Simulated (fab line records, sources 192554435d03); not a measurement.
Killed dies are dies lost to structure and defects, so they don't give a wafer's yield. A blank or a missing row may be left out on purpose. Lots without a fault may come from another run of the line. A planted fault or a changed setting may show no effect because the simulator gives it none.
fab line records | flow n5_finfet
record lots=3 wafers=9 last_day=17
route steps=1938 shown PMOS_HMC_CHANNEL_EPI@86 FIN_SAQP@90 BEOL_M4@1111
lots that met no fault: from a run of the same line without faults
start_h: hours from the record's first day to the start of the lot's first wafer shown | wait_h: hours since the lot's step before | " the same as in the row above | L1.1+2: a row that stands for several wafers | - no value, or no start given | * or withheld: withheld | < > ~ a bound
route shown NAME@n: a module of which the file shows steps, and the number in the route of the first | usual: mean/standard deviation of fault-free wafers | same: alike in all rows | chamber/n: place in a boat | sites: the reading at each site | _std_site: their standard deviation | _edge_site: outer sites' mean less inner sites' | radius_mm: how far each site lies from the wafer's centre | mask NAME#n: copy n | behind: the tool/chamber that last shaped the wafer | hold: why the lot was held/for how many hours/how that ended | device: the transistor (n, p or np) that didn't switch | end of line: the same wafers' tests at the end of the route | a step without rows: its recipe alone | killed: dies lost to structure and defects at the first sort, not the wafer's yield | map: a wafer's dies, x killed, . not, _ none there
set.NAME: the setting as run; set.NAME@STEP: as run at that earlier step | model.NAME: the simulator's own value behind a step, which no gauge read
lots at some steps of the route; a table a step, a row a wafer
services: from which hour (start_h, from the record's first day; less than 0 if before it) a tool's chamber was out of use, for how many hours, and why
## steps
# step N5_PMOS_HMC_CHANNEL_EPI_SRD_25
# recipe dry=ipa_marangoni do_ppb=5 time_s=30 temp_c=23 rinse_liquid=diw
# step N5_PMOS_HMC_CHANNEL_EPI_EPI_26
# recipe material=Si target_thk_a=38 temp_c=650 precursor=SiH4/H2 pressure_torr=20 time_s=22.7
# step N5_FIN_SAQP_PRECLEAN_42
# recipe chemistry=O3/DIW time_s=60 temp_c=22 o3_ppm=10
# step N5_FIN_SAQP_PRECLEAN_00
# recipe chemistry=SC1 time_s=60 temp_c=55 mix=1:2:50
# step N5_FIN_SAQP_PRECLEAN_44
# recipe chemistry=SC2 time_s=45 temp_c=35 mix=1:1:50
# step N5_FIN_SAQP_SRD_01
# recipe dry=ipa_marangoni time_s=30 temp_c=23 rinse_liquid=diw
# step N5_FIN_SAQP_ALD_61
# recipe material=SiO2 target_thk_a=40 temp_c=300 ald_precursor_family=BDEAS ald_co_reactant=O2-plasma pulse_time_s=1 purge_time_s=2 co_reactant_purge_time_s=2 ald_cycles=43 pressure_torr=2
# step N5_FIN_SAQP_DENSIFY_62
# recipe temp_c=700 time_s=60 ambient=N2 idle_temp_c=600 ramp_up_c_per_s=150 ramp_down_c_per_s=60 cool_to_c=600
# step N5_FIN_SAQP_HM_DEP_03
# recipe material=SiNx target_thk_a=380 temp_c=400 precursor=SiH4/NH3/N2 pressure_torr=1.5 rf_w=300 time_s=33.6
# step N5_FIN_SAQP_PECVD_47
# recipe material=a-Si target_thk_a=450 temp_c=400 precursor=SiH4/He pressure_torr=3 rf_w=100 time_s=36.3
# usual heater_power_w=860/110 run_length_s=72.8/0.57 showerhead_plenum_p_Torr=5.63/0.046 throttle_valve_pct=17.9/0.68
# columns lot.wafer tool chamber start_h wait_h heater_power_w run_length_s showerhead_plenum_p_Torr throttle_valve_pct model.a-Si_of_FIN_SAQP_PECVD_47.thk_nm
L778.1 pecvd-04 2 51.63 0.0 926 72.7 5.72 16.2 45.7
L778.3 " 0 " " 715 73.7 5.57 18.4 44.71
L778.5 " 2 " " 912 73.0 5.71 16.2 46.27
L789.3 pecvd-04 0 119.26 0.0 704 73.6 5.57 18.5 44.23
L789.4 " 2 " " 970 72.9 5.72 16.3 45.91
L789.6 " 1 " " 922 79.0 5.59 17.8 51.87
L793.3 pecvd-02 1 142.92 0.0 911 72.5 5.68 18.6 44.04
L793.4 " 2 " " 858 72.4 5.60 18.2 45.49
L793.5 " 0 " " 633 72.4 5.68 18.0 44.82
# step N5_FIN_SAQP_PECVD_48
# recipe material=SiNx target_thk_a=250 temp_c=400 precursor=SiH4/NH3/N2 pressure_torr=1.5 rf_w=300 time_s=22.1
# step N5_FIN_SAQP_PECVD_06
# recipe material=a-Si target_thk_a=600 temp_c=400 precursor=SiH4/He pressure_torr=3 rf_w=100 time_s=48.1
# step N5_FIN_SAQP_HM_DEP_72
# recipe material=SiO2 target_thk_a=120 temp_c=400 precursor=SiH4/N2O pressure_torr=0.75 rf_w=275 time_s=7.2
# step N5_FIN_SAQP_COAT_49
# recipe resist=SOC temp_c=250 time_s=60 spin_rpm=1500 resist_thk_nm=100
# step N5_FIN_SAQP_COAT_50
# recipe resist=SiARC temp_c=220 time_s=60 spin_rpm=1500 resist_thk_nm=35
# step N5_FIN_SAQP_COAT_10
# recipe resist=CAR-ArF spin_rpm=1500 resist_thk_nm=90
# step N5_FIN_SAQP_EBR_12
# recipe solvent=PGMEA ebr_width_mm=1.5
# step N5_FIN_SAQP_SOFTBAKE_11
# recipe temp_c=110 time_s=60 resist=CAR-ArF
# step N5_FIN_SAQP_EXPOSE_13
# recipe mask_id=FIN_CORE na=1.35 source_shape=dipole sigma_inner=0.538 sigma_outer=0.738 polarization=te target_cd_nm=35.6 dose_mj=63.25
# step N5_FIN_SAQP_PEB_14
# recipe peb_temp_c=withheld peb_time_s=60 resist=CAR-ArF
# step N5_FIN_SAQP_DEVELOP_15
# recipe develop_time_s=30 developer=TMAH resist=CAR-ArF dev_temp_c=23 rinse_liquid=diw dry=air_spin
# step N5_FIN_SAQP_DESCUM_21
# recipe chemistry=O2 time_s=7.9 source_power_w=50 bias_power_w=20 pressure_mtorr=20 rf_frequency_hz=2.712e+07 temp_c=40 resist=CAR-ArF o2_flow_sccm=225
# step N5_FIN_SAQP_ETCH_51
# recipe chemistry=CF4 target=SiARC target_depth_a=455 mask_material=CAR-ArF time_s=75.8 ion_energy_ev=80 pressure_mtorr=40 source_w=545 bias_w=36 Ar_flow_sccm=100 cf4_flow_sccm=100 ends=cleared
# step N5_FIN_SAQP_ETCH_52
# recipe chemistry=N2/H2 target=SOC target_depth_a=1000 overetch_a=200 mask_material=SiARC temp_c=40 time_s=150 ion_energy_ev=200 pressure_mtorr=30 source_w=840 bias_w=150 n2_flow_sccm=200 h2_flow_sccm=200 ends=end_point
# step N5_FIN_SAQP_STRIP_53
# recipe chemistry=N2/H2 temp_c=40 n2_flow_sccm=200 h2_flow_sccm=200 rf_frequency_hz=6e+07
# step N5_FIN_SAQP_HM_OPEN_73
# recipe chemistry=CHF3/O2 target=SiO2 stop_on=a-Si target_depth_a=120 over_etch_frac=1.8 mask_material=SOC time_s=16.8 pressure_mtorr=30 source_w=650 bias_w=170 Ar_flow_sccm=200 CHF3_flow_sccm=50 O2_flow_sccm=5 ion_energy_ev=200 ends=end_point
# step N5_FIN_SAQP_STRIP_74
# recipe chemistry=CHF3/O2 resist=SiARC rf_frequency_hz=6e+07
# step N5_FIN_SAQP_MANDREL_ETCH_22
# recipe target_depth_a=600 chemistry=HBr/Cl2 target=a-Si stop_on=SiNx bt_time_s=10 over_etch_frac=0.5 time_s=30 pressure_mtorr=10 icp_w=800 bias_w=75 HBr_flow_sccm=150 Cl2_flow_sccm=80 ends=end_point
# step N5_FIN_SAQP_STRIP_55
# recipe chemistry=N2/H2 power_w=500 temp_c=40 pressure_mtorr=50 rf_frequency_hz=6e+07 overash_fraction=0.3 bias_power_w=28 h2_frac=0.5 n2_flow_sccm=300 h2_flow_sccm=300
# step N5_FIN_SAQP_STRIP_23
# recipe chemistry=SPM time_s=750 temp_c=130 h2so4_h2o2_vol_ratio=4
# step N5_FIN_SAQP_SRD_66
# recipe dry=ipa_marangoni time_s=30 temp_c=23 rinse_liquid=diw
# step N5_FIN_SAQP_RECESS_75
# recipe chemistry=HF/NH3 target=SiO2 target_depth_a=144 afs_cycles=3 temp_c=30 sublimation_temp_c=180 sublimation_time_s=60
# step N5_FIN_SAQP_SPACER1_ALD_24
# recipe material=SiO2 target_thk_a=203 temp_c=300 ald_precursor_family=BDEAS ald_co_reactant=O2-plasma pulse_time_s=1 purge_time_s=2 co_reactant_purge_time_s=2 ald_cycles=218 pressure_torr=2
# step N5_FIN_SAQP_SPACER1_ETCHBACK_25
# recipe chemistry=CHF3/O2 mode=anisotropic_etchback target=SiO2 target_depth_a=244 time_s=12.2 pressure_mtorr=30 source_w=650 bias_w=170 Ar_flow_sccm=200 CHF3_flow_sccm=50 O2_flow_sccm=5 ion_energy_ev=200
# step N5_FIN_SAQP_MANDREL1_REMOVE_56
# recipe chemistry=HBr/Cl2/O2 bt_time_s=10 target=a-Si stop_on=SiNx endpoint=OES-SiCl over_etch_frac=1 icp_w=600 bias_w=22 HBr_flow_sccm=150 Cl2_flow_sccm=80 O2_flow_sccm=5 pressure_mtorr=10
# step N5_FIN_SAQP_MANDREL_ETCH_58
# recipe chemistry=HBr/Cl2 target=a-Si target_depth_a=450 bt_time_s=10 stop_on=SiNx mask_material=SiO2 over_etch_frac=0.8 time_s=27 pressure_mtorr=10 icp_w=800 bias_w=75 HBr_flow_sccm=150 Cl2_flow_sccm=80 ends=end_point
# usual drypump_motor_current_A=5.6/0.53 oes_product_au=0.695/0.0093 throttle_valve_pct=35.72/0.2
# columns lot.wafer tool chamber start_h wait_h drypump_motor_current_A oes_product_au rf_hours_counter_h throttle_valve_pct model.etch.depth_nm
L778.1 rie_si-03 0 54.51 0.0 6.4 0.702 31 35.70 45.7
L778.3 " 3 " " 6.2 0.701 82 36.08 44.71
L778.5 " 1 " " 5.4 0.691 - 35.48 46.27
L789.3 rie_si-03 1 123.86 0.0 5.4 0.685 8 35.51 44.23
L789.4 " 3 " " 6.1 0.712 83 36.05 45.91
L789.6 " 2 " " 5.3 0.759 - 35.76 51.87
L793.3 rie_si-01 3 146.26 0.0 4.9 0.684 9 35.65 44.04
L793.4 " 0 " " 5.0 0.691 48 35.49 45.49
L793.5 " 1 " " 6.5 0.707 - 35.78 44.82
# step N5_BEOL_M4_RC_MEAS_101
# usual DIBL_N=35.9/1.3 DIBL_P=36.3/1.5 IOFF_N=0.153/0.023 IOFF_P=0.208/0.028 ION_N=672/9.7 ION_P=462/6.6 SS_N=71.5/0.53 SS_P=73.3/0.59 VT_N=250.4/2.7 VT_P=-250.5/3
# columns lot.wafer tool chamber start_h wait_h DIBL_N[mV/V] DIBL_P[mV/V] IOFF_N[nA/um] IOFF_P[nA/um] ION_N[uA/um] ION_P[uA/um] SS_N[mV/dec] SS_P[mV/dec] VT_N[mV] VT_P[mV]
L778.1 prober-02 0 211.49 0.0 33.8 35.3 0.121 0.177 653 452 70.8 72.7 253.2 -252.9
L778.3 " 0 " " 36.0 38.1 0.162 0.213 673 461 71.6 73.9 250.8 -253.0
L778.5 " 0 " " 34.1 35.3 0.120 0.177 646 456 70.9 72.1 255.5 -252.9
L789.3 prober-02 0 280.23 0.3 36.5 38.0 0.163 0.219 680 466 71.5 72.6 251.4 -247.4
L789.4 " 0 " " 35.6 35.4 0.149 0.193 679 462 70.9 73.3 252.7 -250.8
L789.6 " 0 " " 35.5 35.8 0.144 0.198 668 457 71.4 74.0 251.5 -252.0
L793.3 prober-01 0 309.51 0.3 36.2 37.9 0.171 0.215 677 460 71.5 73.1 247.6 -252.2
L793.4 " 0 " " 37.3 39.3 0.205 0.246 695 468 72.1 74.6 245.8 -247.5
L793.5 " 0 " " 32.8 34.5 0.116 0.166 664 454 70.9 72.5 256.3 -254.4
## services
# columns tool chamber start_h hours kind
rie_si-01 0 47.97 5.0 repair
pecvd-04 1 53.59 4.6 repair
pecvd-04 2 68.88 2.1 scheduled_down
pecvd-02 - 115.42 1.9 repair
## key
first_sign step=N5_FIN_SAQP_PECVD_47 reading=run_length_s direction=up sigmas=11 usual=* struck=*
effect step=N5_FIN_SAQP_MANDREL_ETCH_58 reading=oes_product_au direction=up sigmas=6.9 usual=0.695 struck=0.759
model_effect step=N5_FIN_SAQP_PECVD_47 value=a-Si_of_FIN_SAQP_PECVD_47.thk_nm without=44.41 struck=51.87
model_effect step=N5_FIN_SAQP_MANDREL_ETCH_58 value=etch.depth_nm without=44.41 struck=51.87
met_at N5_FIN_SAQP_PECVD_47
struck_wafers L789.6
onset_between 51.63 119.26
fault kind=process_parameter_drift tool=pecvd-04 chamber=- onset_h=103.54 steps=N5_FIN_SAQP_PECVD_47 channel=time_s offset=* shape=step end_h=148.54 scope=struck_wafers_only acts_in=* stated=*
